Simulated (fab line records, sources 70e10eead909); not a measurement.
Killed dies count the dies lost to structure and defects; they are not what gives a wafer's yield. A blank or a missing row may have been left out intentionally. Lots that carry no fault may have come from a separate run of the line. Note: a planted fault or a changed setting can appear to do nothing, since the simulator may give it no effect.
Which tool did it?    flow nand_harc    12 lots (36 wafers sampled), 1 step of a 1302-step route

== WHAT EACH GAUGE READ, for each wafer ==
NHARC_A_BLC_CD_MEAS_10: target cd 100 nm.
lot   measured      on         cd_nm (nm)
L076  day 23 03:50  cd_sem-02  100.6 100.1 99.1
L078  day 24 00:28  cd_sem-01  100.2 99.9 99.7
L081  day 25 15:03  cd_sem-03  100.0 101.0 99.2
L080  day 25 21:25  cd_sem-03  101.1 99.2 99.2
L083  day 26 09:52  cd_sem-03  100.7 100.6 99.8
L085  day 27 07:51  cd_sem-01  99.9 99.9 100.7
L087  day 28 08:46  cd_sem-01  99.1 99.3 99.4
L089  day 28 14:48  cd_sem-03  100.2 100.0 99.8
L092  day 29 03:23  cd_sem-03  99.8 100.1 100.9
L093  day 30 03:58  cd_sem-01  100.2 99.4 100.5
L096  day 31 14:57  cd_sem-03  99.5 99.6 99.5
L097  day 31 22:28  cd_sem-03  100.1 99.9 100.6

== TOOL THAT RAN EACH LOT (tool first, then ch and the chambers of the sampled wafers, then the start) ==
There is no process step in the record ahead of these readings.

== THE ANSWER, worked out from the rows above alone ==
Rule: the usual values come from the lots themselves. The widest of any qualifying gaps counts: lots, ordered by their means at a reading, are off when they make up no more than a third of the lots, leave a main group of 4 or more, and stand apart from it by 3 or more times the standard deviation of that group's means. The tables above print the reading to a certain number of digits; a main group whose means all agree to those digits is not used. Also off: a lot with no number at a reading for which 4 or more lots have one. The other lots that the step has rows for count as sound.
No lot is off at any reading shown: from this, nothing can be told.

== WHAT THE SIMULATOR HAD PUT IN ==
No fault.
